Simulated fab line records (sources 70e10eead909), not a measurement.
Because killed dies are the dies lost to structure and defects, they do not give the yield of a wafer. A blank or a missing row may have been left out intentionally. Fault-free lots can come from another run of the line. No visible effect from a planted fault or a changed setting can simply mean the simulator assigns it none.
Matching of chambers | flow nand harc | pecvd-03 running NHARC_A_STAIRCASE_DEP_417: 3 sister chambers
The step deposits Si3N4, target thk 60 nm. 3 wafers are shown with their chamber, then 8 later ones without.

== WAFERS WITH THEIR CHAMBER ==
wafer  | chamber | heater power w (W)
L090.2 | 1       | 732
L090.5 | 0       | 746
L088.2 | 2       | 890

== WAFERS WITH NO CHAMBER GIVEN ==
wafer  | heater power w (W)
L088.4 | 858
L088.5 | 885
L092.3 | 741
L092.4 | 787
L092.6 | 656
L095.3 | 817
L095.4 | 813
L095.6 | 734

== WHICH CHAMBER EACH WENT THROUGH ==
wafer  | from the rows above          | in truth
L088.4 | can't be placed: 2 or 0 or 1 | 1
L088.5 | 2                            | 2
L092.3 | can't be placed: 0 or 1      | 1
L092.4 | can't be placed: 0 or 1 or 2 | 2
L092.6 | can't be placed: 1 or 0      | 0
L095.3 | can't be placed: 0 or 2 or 1 | 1
L095.4 | can't be placed: 0 or 2 or 1 | 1
L095.6 | can't be placed: 1 or 0      | 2
Correct placement for 1 of the 8. Not placeable from these rows: 7 (in 6, the candidates include the true chamber). Number placed wrongly: 0.
How it was worked out, from the rows above alone: a wafer's distance from a chamber is the root of the sum, over the readings, of the square of ((its reading less the chamber's mean) divided by the reading's scatter). The wafer belongs to the nearest chamber; if the next one is less than 2 further off, it can't be placed. A chamber's mean is the mean of its shown wafers. The scatter (one wafer shown for each chamber): square how far every hidden wafer sits from the nearest shown wafer, average those squares and take the square root.
